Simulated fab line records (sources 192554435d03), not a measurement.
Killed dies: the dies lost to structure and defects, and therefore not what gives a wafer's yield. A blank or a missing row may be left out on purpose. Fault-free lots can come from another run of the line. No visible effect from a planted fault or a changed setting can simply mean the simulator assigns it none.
Chamber matching + flow n5Finfet + rieDiel-04 running N5_PMOS_HMC_CHANNEL_EPI_ETCH_32: 4 sister chambers
The step etches BARC in N2/H2, stops on SiO2, target depth 85.8 nm, time 50.3 s. 14 wafers are shown with their chamber, then 7 later ones without.

EACH WAFER AND ITS CHAMBER
| wafer  | chamber | oesProductAu (a.u.) | showerheadPlenumPTorr (Torr) | drypumpMotorCurrentA (A) |
|--------|---------|---------------------|------------------------------|--------------------------|
| L076.1 | 0       | 0.61                | 2.51                         | 5.6                      |
| L076.2 | 1       | 0.63                | 2.52                         | 5.5                      |
| L076.3 | 2       | 0.76                | 2.47                         | 5.4                      |
| L079.1 | 0       | 0.60                | 2.51                         | 5.7                      |
| L079.4 | 2       | 0.75                | 2.47                         | 5.4                      |
| L079.6 | 2       | 0.76                | 2.47                         | 5.3                      |
| L085.4 | 0       | 0.60                | 2.50                         | 5.6                      |
| L085.5 | 2       | 0.74                | 2.46                         | 5.3                      |
| L085.6 | 1       | 0.63                | 2.51                         | 5.5                      |
| L086.1 | 1       | 0.62                | 2.51                         | 5.5                      |
| L086.3 | 2       | 0.73                | 2.46                         | 5.4                      |
| L086.4 | 0       | 0.59                | 2.50                         | 5.6                      |
| L089.1 | 1       | 0.61                | 2.51                         | 5.6                      |
| L089.3 | 3       | 0.83                | 2.59                         | 6.0                      |

SIGNATURES (means of the wafers above)
| reading               | chamber 0 | chamber 1 | chamber 2 | chamber 3 | scatter within a chamber |
|-----------------------|-----------|-----------|-----------|-----------|--------------------------|
| oesProductAu          | 0.6000    | 0.6225    | 0.7480    | 0.8300    | 0.0107                   |
| showerheadPlenumPTorr | 2.5050    | 2.5125    | 2.4660    | 2.5900    | 0.00543                  |
| drypumpMotorCurrentA  | 5.625     | 5.525     | 5.360     | 6.000     | 0.052                    |
Rule: distance of a wafer from a chamber = root of the sum over the readings of ((wafer's reading minus chamber's mean) / reading's scatter) squared. The wafer belongs to the nearest chamber; if the next one is less than 2 further off, it can't be placed. The scatter: take each reading less its chamber's mean, square it, sum over the shown wafers, divide by the number of wafers less the number of chambers, and take the root.

WAFERS WITHOUT THEIR CHAMBER
| wafer  | oesProductAu (a.u.) | showerheadPlenumPTorr (Torr) | drypumpMotorCurrentA (A) |
|--------|---------------------|------------------------------|--------------------------|
| L089.5 | 0.73                | 2.46                         | 5.4                      |
| L090.3 | 0.82                | 2.59                         | 6.0                      |
| L090.4 | 0.73                | 2.46                         | 5.3                      |
| L090.6 | 0.81                | 2.59                         | 6.0                      |
| L095.2 | 0.78                | 2.58                         | 6.0                      |
| L095.3 | 0.82                | 2.50                         | 5.6                      |
| L095.5 | 0.61                | 2.50                         | 5.5                      |

WHICH CHAMBER EACH WENT THROUGH
| wafer  | from the rows above     | in truth                   |
|--------|-------------------------|----------------------------|
| L089.5 | 2                       | 2                          |
| L090.3 | 3                       | 3                          |
| L090.4 | 2                       | 2                          |
| L090.6 | 3                       | 3                          |
| L095.2 | 3                       | 3                          |
| L095.3 | 2                       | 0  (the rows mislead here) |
| L095.5 | can't be placed: 1 or 0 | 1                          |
Correctly placed: 5 of 7. These rows do not allow placing 1 (true chamber among the candidates in 1). Placed wrongly: 1.
